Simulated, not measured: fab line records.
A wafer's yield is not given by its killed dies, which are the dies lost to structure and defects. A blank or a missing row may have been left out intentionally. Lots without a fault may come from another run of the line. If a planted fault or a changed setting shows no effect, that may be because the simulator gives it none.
Split-lot experiment / flow n5Finfet / on a route of 1938 steps: 7 lots, 21 wafers read

## THE SPLIT ITSELF
At N5_BEOL_M7_COAT_05 (resist thk 90 nm), the setting spinRpm was moved away from the recipe's 1500 rpm on 5 of the 21 wafers read, by -7.3% to +6.5%. The other wafers ran this setting at the recipe's value.

## FROM THE SPLIT TO THE READING: what the file shows between them, 4 steps
- N5_BEOL_M7_EXPOSE_08: exposes mask M7 (also split here: doseMj)
- N5_BEOL_M7_PEB_09: peb time 60 s
- N5_BEOL_M7_DEVELOP_10: develop time 30 s
- N5_BEOL_M7_CD_MEAS_11: target cd 38.5 nm

## THE READING
CAR-ArF_of_BEOL_M7_COAT_05.thkNm (the simulator's own value, which no gauge read), in nm, at N5_BEOL_M7_DESCUM_16 (chemistry O2, time 7.9 s). The file gives no usual value for it. The 16 wafers here that ran the recipe average 83.5 nm, standard deviation 0.33 nm.

wafer=L074.3; tool, chamber at the split=lithoTrack-04, 0; spinRpm as run, rpm=1500; against the recipe=recipe; CAR-ArF_of_BEOL_M7_COAT_05.thkNm, nm=83.2; against lot-mates on the recipe=-
wafer=L074.4; tool, chamber at the split=lithoTrack-04, 0; spinRpm as run, rpm=1500; against the recipe=recipe; CAR-ArF_of_BEOL_M7_COAT_05.thkNm, nm=83.4; against lot-mates on the recipe=-
wafer=L074.5; tool, chamber at the split=lithoTrack-04, 0; spinRpm as run, rpm=1500; against the recipe=recipe; CAR-ArF_of_BEOL_M7_COAT_05.thkNm, nm=83.4; against lot-mates on the recipe=-
wafer=L075.1; tool, chamber at the split=lithoTrack-04, 0; spinRpm as run, rpm=1500; against the recipe=recipe; CAR-ArF_of_BEOL_M7_COAT_05.thkNm, nm=84; against lot-mates on the recipe=-
wafer=L075.2; tool, chamber at the split=lithoTrack-04, 0; spinRpm as run, rpm=1500; against the recipe=recipe; CAR-ArF_of_BEOL_M7_COAT_05.thkNm, nm=84; against lot-mates on the recipe=-
wafer=L075.3; tool, chamber at the split=lithoTrack-04, 0; spinRpm as run, rpm=1500; against the recipe=recipe; CAR-ArF_of_BEOL_M7_COAT_05.thkNm, nm=84; against lot-mates on the recipe=-
wafer=L082.2; tool, chamber at the split=lithoTrack-03, 0; spinRpm as run, rpm=1500; against the recipe=recipe; CAR-ArF_of_BEOL_M7_COAT_05.thkNm, nm=83.2; against lot-mates on the recipe=-
wafer=L082.4; tool, chamber at the split=lithoTrack-03, 0; spinRpm as run, rpm=1500; against the recipe=recipe; CAR-ArF_of_BEOL_M7_COAT_05.thkNm, nm=83.2; against lot-mates on the recipe=-
wafer=L082.6; tool, chamber at the split=lithoTrack-03, 0; spinRpm as run, rpm=1500; against the recipe=recipe; CAR-ArF_of_BEOL_M7_COAT_05.thkNm, nm=83.4; against lot-mates on the recipe=-
wafer=L089.1; tool, chamber at the split=lithoTrack-04, 0; spinRpm as run, rpm=1500; against the recipe=recipe; CAR-ArF_of_BEOL_M7_COAT_05.thkNm, nm=83.6; against lot-mates on the recipe=-
wafer=L089.4; tool, chamber at the split=lithoTrack-04, 0; spinRpm as run, rpm=1500; against the recipe=recipe; CAR-ArF_of_BEOL_M7_COAT_05.thkNm, nm=83.6; against lot-mates on the recipe=-
wafer=L089.3; tool, chamber at the split=lithoTrack-04, 0; spinRpm as run, rpm=1500; against the recipe=recipe; CAR-ArF_of_BEOL_M7_COAT_05.thkNm, nm=83.4; against lot-mates on the recipe=-
wafer=L094.2; tool, chamber at the split=lithoTrack-03, 0; spinRpm as run, rpm=1598; against the recipe=+6.5%; CAR-ArF_of_BEOL_M7_COAT_05.thkNm, nm=80.6; against lot-mates on the recipe=-2.6
wafer=L094.4; tool, chamber at the split=lithoTrack-03, 0; spinRpm as run, rpm=1598; against the recipe=+6.5%; CAR-ArF_of_BEOL_M7_COAT_05.thkNm, nm=80.6; against lot-mates on the recipe=-2.6
wafer=L094.3; tool, chamber at the split=lithoTrack-03, 0; spinRpm as run, rpm=1500; against the recipe=recipe; CAR-ArF_of_BEOL_M7_COAT_05.thkNm, nm=83.2; against lot-mates on the recipe=-
wafer=L093.3; tool, chamber at the split=lithoTrack-04, 0; spinRpm as run, rpm=1500; against the recipe=recipe; CAR-ArF_of_BEOL_M7_COAT_05.thkNm, nm=84; against lot-mates on the recipe=-
wafer=L093.4; tool, chamber at the split=lithoTrack-04, 0; spinRpm as run, rpm=1500; against the recipe=recipe; CAR-ArF_of_BEOL_M7_COAT_05.thkNm, nm=83.8; against lot-mates on the recipe=-
wafer=L093.6; tool, chamber at the split=lithoTrack-04, 0; spinRpm as run, rpm=1390; against the recipe=-7.3%; CAR-ArF_of_BEOL_M7_COAT_05.thkNm, nm=87.2; against lot-mates on the recipe=+3.3
wafer=L096.2; tool, chamber at the split=lithoTrack-02, 0; spinRpm as run, rpm=1576; against the recipe=+5.1%; CAR-ArF_of_BEOL_M7_COAT_05.thkNm, nm=80.8; against lot-mates on the recipe=-2.2
wafer=L096.4; tool, chamber at the split=lithoTrack-02, 0; spinRpm as run, rpm=1500; against the recipe=recipe; CAR-ArF_of_BEOL_M7_COAT_05.thkNm, nm=83; against lot-mates on the recipe=-
wafer=L096.5; tool, chamber at the split=lithoTrack-02, 0; spinRpm as run, rpm=1576; against the recipe=+5.1%; CAR-ArF_of_BEOL_M7_COAT_05.thkNm, nm=81.2; against lot-mates on the recipe=-1.8

THE FIT
A straight line over all 21 wafers: CAR-ArF_of_BEOL_M7_COAT_05.thkNm changes by -0.478 nm for each +1% of spinRpm; r = -0.98; the points scatter about the line by 0.32 nm.
The same after taking each lot's own level away (the mean of its wafers on the recipe; 21 wafers): -0.414 nm for each +1%; r = -1.00; scatter 0.12 nm.
The reading moves by 3 nm for the largest change in spinRpm, on that fit.
From 83.00 to 84.00 nm: that is the span of the lots' own levels, equal to 3.0 times the standard deviation above.
Thus the slope moves with the lot-to-lot level: the two fits are different.
Check: for one of the wafers moved furthest among these (-7.3%), held out of the fit, the line's prediction against its lot-mates is +2.91 nm. It came out at +3.3 nm against them.

## FURTHER SPLITS ON THESE WAFERS
Note: prior to the reading, these wafers also went through further splits. Each is held against what the fit with the lots' levels taken away leaves over:
other split on the same wafers=N5_BEOL_M5_COAT_71 spinRpm; wafers away from the commonest value=6; r with CAR-ArF_of_BEOL_M7_COAT_05.thkNm (lot level and that fit taken away)=+0.16
other split on the same wafers=N5_BEOL_M5_TRENCH_ETCH_37 sourceW; wafers away from the commonest value=8; r with CAR-ArF_of_BEOL_M7_COAT_05.thkNm (lot level and that fit taken away)=-0.11
other split on the same wafers=N5_BEOL_M6_COAT_59 spinRpm; wafers away from the commonest value=6; r with CAR-ArF_of_BEOL_M7_COAT_05.thkNm (lot level and that fit taken away)=+0.17
other split on the same wafers=N5_BEOL_M6_COAT_60 spinRpm; wafers away from the commonest value=8; r with CAR-ArF_of_BEOL_M7_COAT_05.thkNm (lot level and that fit taken away)=+0.23
other split on the same wafers=N5_BEOL_M7_EXPOSE_08 doseMj; wafers away from the commonest value=6; r with CAR-ArF_of_BEOL_M7_COAT_05.thkNm (lot level and that fit taken away)=+0.03

## THE WHOLE CHAIN: every reading that the file lists as answering this split, in the file's order
step=N5_BEOL_M7_COAT_05; what it does=resist thk 90 nm; reading=CAR-ArF_of_BEOL_M7_COAT_05.thkNm (the simulator's own value, which no gauge read); change (the file's fit)=-0.426 nm for each +1% of the setting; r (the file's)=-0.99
step=N5_BEOL_M7_DESCUM_16; what it does=chemistry O2, time 7.9 s; reading=CAR-ArF_of_BEOL_M7_COAT_05.thkNm (the simulator's own value, which no gauge read); change (the file's fit)=-0.42 nm for each +1% of the setting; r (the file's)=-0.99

## THE FILE'S OWN FIT
CAR-ArF_of_BEOL_M7_COAT_05.thkNm changes by -0.42 nm for each +1% of spinRpm, r = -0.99.
